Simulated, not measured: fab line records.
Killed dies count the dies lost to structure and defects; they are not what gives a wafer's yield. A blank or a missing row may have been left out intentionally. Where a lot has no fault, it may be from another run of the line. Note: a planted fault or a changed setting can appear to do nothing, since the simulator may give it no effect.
Comparing a struck lot with a sound one -- flow nand-harc -- 14 out of 1302 route steps
Sound: these wafers, L827.2, L827.5, L827.6. Wafers L819.1, L819.3, L819.4 were the ones struck. The cause comes at the end.
Each step with rows lists, per side, the tool, then ch with its chambers, then its first start. Under that, the readings that differ: sound wafers -- struck wafers -- difference of the means -- sigmas: that difference in standard deviations of wafers without a fault.
alike: words and numbers the same on both sides, and readings whose means are apart by under 2 such deviations; not compared: readings that were withheld, readings missing a value for some wafer, numbers with overlapping values and no deviation given by the record, and bounds like >300 which may hide the same value.
Wherever a step has rows on one side only, a row that says differs or no value, or a row with sigmas, the two part there. Non-overlapping numbers with no deviation appear without sigmas and do not part them. A reading missing from all wafers of one side parts the sides only when that side holds two or more wafers.

first, 1 step without rows for these wafers: NHARC_A_CONTACT_ETCH_76 (etches the open film in N2/H2, target depth 260 nm, time 475.3 s).
NHARC_A_CONTACT_ETCH_77: etches the open film in CF4/CHF3, target depth 108.9 nm, time 54.5 s.
  sound on rie-diel-04 ch 0,1,3; struck on rie-diel-04 ch 0,2,3
reading,sound,struck,difference,sigmas
oes-product-au (a.u.),0.929 0.920 0.932,0.965 0.957 0.986,+0.042,+2
  alike: bias-w, cf4-flow-sccm, chf3-flow-sccm, drypump-motor-current-A, rf-vpp-V, showerhead-plenum-p-Torr, throttle-valve-pct
  not compared: rf-hours-counter-h
then, 1 step without rows for these wafers: NHARC_A_CONTACT_ETCH_78 (etches the open film in O2/COS, target depth 5300 nm, time 1378 s).
NHARC_A_CONTACT_ETCH_124: etches the open film in C4F8/O2/Ar, time 140 s, target depth 700 nm.
  sound on har-cap-etch-03 ch 0,1, day 28 05:47; struck on har-cap-etch-02 ch 0,1, day 26 08:43
  alike: chamber-pressure-mTorr, oes-air-line-au
  not compared: rf-hours-counter-h
then, 2 steps without rows for these wafers: NHARC_A_CONTACT_ETCH_125 (etches the open film in C4F8/O2/Ar, time 197 s, target depth 1918 nm); NHARC_A_CONTACT_ETCH_126 (etches the open film in C4F8/O2/Ar, time 197 s, target depth 1918 nm).
NHARC_A_CONTACT_ETCH_127: etches the open film in C4F8/O2/Ar, time 197 s, target depth 1918 nm.
  sound on har-cap-etch-03 ch 0,1, day 28 06:20; struck on har-cap-etch-02 ch 0,1, day 26 09:28
  alike: chamber-pressure-mTorr, oes-air-line-au
  not compared: rf-hours-counter-h
NHARC_A_CONTACT_ETCH_128: etches the open film in C4F8/O2/Ar, time 197 s, target depth 1918 nm.
  sound on har-cap-etch-03 ch 0,1, day 28 06:31; struck on har-cap-etch-02 ch 0,1, day 26 09:41
  alike: chamber-pressure-mTorr, oes-air-line-au
  not compared: rf-hours-counter-h
then, 4 steps without rows for these wafers: NHARC_A_CONTACT_ETCH_129 (etches the open film in C4F8/O2/Ar, time 197 s, target depth 1918 nm); NHARC_A_CONTACT_ETCH_130 (etches the open film in C4F8/O2/Ar, time 197 s, target depth 1918 nm); NHARC_A_CONTACT_ETCH_131 (etches the open film in C4F8/O2/Ar, time 197 s, target depth 1918 nm); NHARC_A_CONTACT_ETCH_132 (etches the open film in C4F8/O2/Ar, time 197 s, target depth 1924 nm).
NHARC_A_CONTACT_ETCH_133: etches the open film in C4F8/O2/Ar, time 374 s, target depth 1610 nm.
  sound on har-cap-etch-03 ch 0,1, day 28 07:26; struck on har-cap-etch-02 ch 0,1, day 26 10:38
  no value came back on the struck wafers for chamber-pressure-mTorr (mTorr), oes-air-line-au (a.u.); on the sound wafers chamber-pressure-mTorr (mTorr) reads 19.988 19.990 19.999
  not compared: rf-hours-counter-h
NHARC_A_CONTACT_ETCH_91: etches the open film in CH3F/O2, target depth 40 nm, time 85.7 s.
  sound on rie-diel-04 ch 1,2, day 28 08:10; struck on rie-diel-04 ch 0,1,3, day 26 11:25
  alike: bias-w, ch3f-flow-sccm, drypump-motor-current-A, oes-product-au, rf-vpp-V, showerhead-plenum-p-Torr, throttle-valve-pct
  not compared: rf-hours-counter-h

WHERE THEY PART
Last at NHARC_A_CONTACT_ETCH_133 as far as this record goes, first at NHARC_A_CONTACT_ETCH_77. Later steps at which nothing parts them and some readings are alike: NHARC_A_CONTACT_ETCH_91.

WHY: what the simulator had put in
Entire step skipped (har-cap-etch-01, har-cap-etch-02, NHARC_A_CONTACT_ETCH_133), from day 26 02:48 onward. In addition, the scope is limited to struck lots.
